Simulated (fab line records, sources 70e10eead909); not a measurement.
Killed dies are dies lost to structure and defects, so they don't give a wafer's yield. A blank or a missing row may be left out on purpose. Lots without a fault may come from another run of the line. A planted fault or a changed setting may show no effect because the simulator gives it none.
Tool commonality check | flow nand_harc | 2 lots, 6 wafers sampled

WHY IT WAS OPENED
At NHARC_END_SORT_01 the reading killed_at_array is flagged on 2 of 2 lots. Wafers without a fault read 29, standard deviation 11.
Rule: a lot is flagged when every wafer of it that has a number lies more than 4 standard deviations from that mean, or none has a number. The other lots count as sound.

lot  | measured     | on        | killed_at_array, wafer by wafer | flag
L922 | day 21 21:58 | prober-01 | 101 92 103                      | FLAGGED
L924 | day 22 11:31 | prober-01 | 103 117 99                      | FLAGGED
The numbers of the flagged lots are 102 on average: +74 against the usual, or +7 standard deviations.

WHICH TOOL RAN EACH LOT
The record holds 3 process steps before the reading, out of a route of 1159 steps. In each cell: the tool, then ch and the chambers that the sampled wafers went through, then the start.
lot  | flag    | NHARC_A_SGD_CUT_STRIP_60           | NHARC_A_M1_ETCH_28                            | NHARC_HYBRID_BOND_ACTIVATE_00
L922 | FLAGGED | rie_diel-08 ch 1,2, day 16 02:46   | rie_diel-07 ch 0,1, day 20 12:33 or earlier   | rie_diel-02 ch 1,2,3, day 20 12:33
L924 | FLAGGED | rie_diel-08 ch 0,1,3, day 17 05:21 | rie_diel-07 ch 0,2,3, day 21 05:45 or earlier | rie_diel-04 ch 1,2,3, day 21 05:45
What these steps do:
- NHARC_A_SGD_CUT_STRIP_60: strips in C4F8/O2/Ar.
- NHARC_A_M1_ETCH_28: etches the open film in CF4/N2, target depth 30 nm, time 72.99 s.
- NHARC_HYBRID_BOND_ACTIVATE_00: chemistry N2, time 60 s.
- NHARC_END_SORT_01

FLAGGED OVER TOTAL, TOOL BY TOOL (the gauges that took the reading come last)
step                          | tool        | lots run | flagged | share of the flagged lots | sound lots run after its first flagged lot
NHARC_A_SGD_CUT_STRIP_60      | rie_diel-08 | 2        | 2       | all                       | 0
NHARC_A_M1_ETCH_28            | rie_diel-07 | 2        | 2       | all                       | 0
NHARC_HYBRID_BOND_ACTIVATE_00 | rie_diel-02 | 1        | 1       | some                      | 0
NHARC_HYBRID_BOND_ACTIVATE_00 | rie_diel-04 | 1        | 1       | some                      | 0
NHARC_END_SORT_01             | prober-01   | 2        | 2       | all                       | 0
NHARC_A_M1_ETCH_28 gives no start for some lots, so the hours and the order of its lots are those of NHARC_HYBRID_BOND_ACTIVATE_00.

WHAT THE TABLE ALLOWS
3 rows of the table ran every flagged lot: rie_diel-08 at NHARC_A_SGD_CUT_STRIP_60, rie_diel-07 at NHARC_A_M1_ETCH_28, prober-01 at NHARC_END_SORT_01.
- rie_diel-08 at NHARC_A_SGD_CUT_STRIP_60: 2 of its 2 lots flagged. It ran no sound lot before its first flagged lot in this sample, so the start can't be narrowed down.
- rie_diel-07 at NHARC_A_M1_ETCH_28: 2 of its 2 lots flagged. It ran no sound lot before its first flagged lot in this sample, so the start can't be narrowed down.
- prober-01 at NHARC_END_SORT_01: 2 of its 2 lots flagged. It ran no sound lot before its first flagged lot in this sample, so the start can't be narrowed down.
Counting lots can't tell these 3 tools apart, because each fits a fault that began at some hour. More lots, or a look at what each step does to the wafer, might.

WHAT THE SIMULATOR HAD PUT IN
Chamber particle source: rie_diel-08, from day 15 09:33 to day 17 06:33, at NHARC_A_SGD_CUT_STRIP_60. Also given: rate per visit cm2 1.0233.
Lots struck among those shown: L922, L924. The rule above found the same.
